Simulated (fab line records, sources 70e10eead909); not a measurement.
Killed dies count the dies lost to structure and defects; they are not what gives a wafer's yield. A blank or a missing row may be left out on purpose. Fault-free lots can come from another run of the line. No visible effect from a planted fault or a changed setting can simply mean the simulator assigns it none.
Matching of chambers / flow nand-harc / pecvd-01 running NHARC_P_M1_DEP_33: 3 sister chambers
The step deposits SiCN, target thk 30 nm. 18 wafers are shown with their chamber, then 9 later ones without.

== WAFERS WITH THEIR CHAMBER ==
wafer=L074.1; chamber=2; heater-power-w (W)=599
wafer=L074.5; chamber=2; heater-power-w (W)=595
wafer=L074.6; chamber=0; heater-power-w (W)=560
wafer=L075.1; chamber=0; heater-power-w (W)=548
wafer=L075.2; chamber=1; heater-power-w (W)=585
wafer=L075.3; chamber=2; heater-power-w (W)=487
wafer=L077.1; chamber=1; heater-power-w (W)=563
wafer=L077.2; chamber=2; heater-power-w (W)=587
wafer=L077.6; chamber=2; heater-power-w (W)=584
wafer=L081.3; chamber=1; heater-power-w (W)=579
wafer=L081.4; chamber=0; heater-power-w (W)=512
wafer=L081.6; chamber=2; heater-power-w (W)=578
wafer=L084.1; chamber=0; heater-power-w (W)=550
wafer=L084.5; chamber=0; heater-power-w (W)=555
wafer=L084.6; chamber=1; heater-power-w (W)=582
wafer=L088.1; chamber=2; heater-power-w (W)=510
wafer=L088.2; chamber=0; heater-power-w (W)=495
wafer=L088.4; chamber=0; heater-power-w (W)=483

SIGNATURES (averages over the wafers above)
reading=heater-power-w; chamber 0=529.00; chamber 1=577.25; chamber 2=562.86; scatter within a chamber=35.1
Rule: for a wafer and a chamber, the distance is found by dividing, reading by reading, the gap between the wafer's reading and the chamber's mean by the reading's scatter, squaring, summing and taking the root. The wafer belongs to the nearest chamber; if the next one is less than 2 further off, it can't be placed. How the scatter is found: for the shown wafers, subtract from each reading the mean of its chamber, square and add these, divide the total by (wafers less chambers), then take the root.

== WAFERS WITH NO CHAMBER GIVEN ==
wafer=L089.3; heater-power-w (W)=554
wafer=L089.5; heater-power-w (W)=572
wafer=L089.6; heater-power-w (W)=534
wafer=L092.1; heater-power-w (W)=608
wafer=L092.3; heater-power-w (W)=591
wafer=L092.4; heater-power-w (W)=529
wafer=L094.1; heater-power-w (W)=525
wafer=L094.3; heater-power-w (W)=570
wafer=L094.6; heater-power-w (W)=498

== CHAMBER TAKEN BY EACH ==
wafer=L089.3; from the rows above=can't be placed: 2 or 1 or 0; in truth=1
wafer=L089.5; from the rows above=can't be placed: 1 or 2 or 0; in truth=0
wafer=L089.6; from the rows above=can't be placed: 0 or 2 or 1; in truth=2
wafer=L092.1; from the rows above=can't be placed: 1 or 2 or 0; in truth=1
wafer=L092.3; from the rows above=can't be placed: 1 or 2 or 0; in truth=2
wafer=L092.4; from the rows above=can't be placed: 0 or 2 or 1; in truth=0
wafer=L094.1; from the rows above=can't be placed: 0 or 2 or 1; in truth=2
wafer=L094.3; from the rows above=can't be placed: 2 or 1 or 0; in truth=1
wafer=L094.6; from the rows above=can't be placed: 0 or 2 or 1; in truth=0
Correctly placed: 0 of 9. Cannot be placed on the basis of these rows: 9; the candidates contain the true chamber in 9. Wrongly placed: 0.
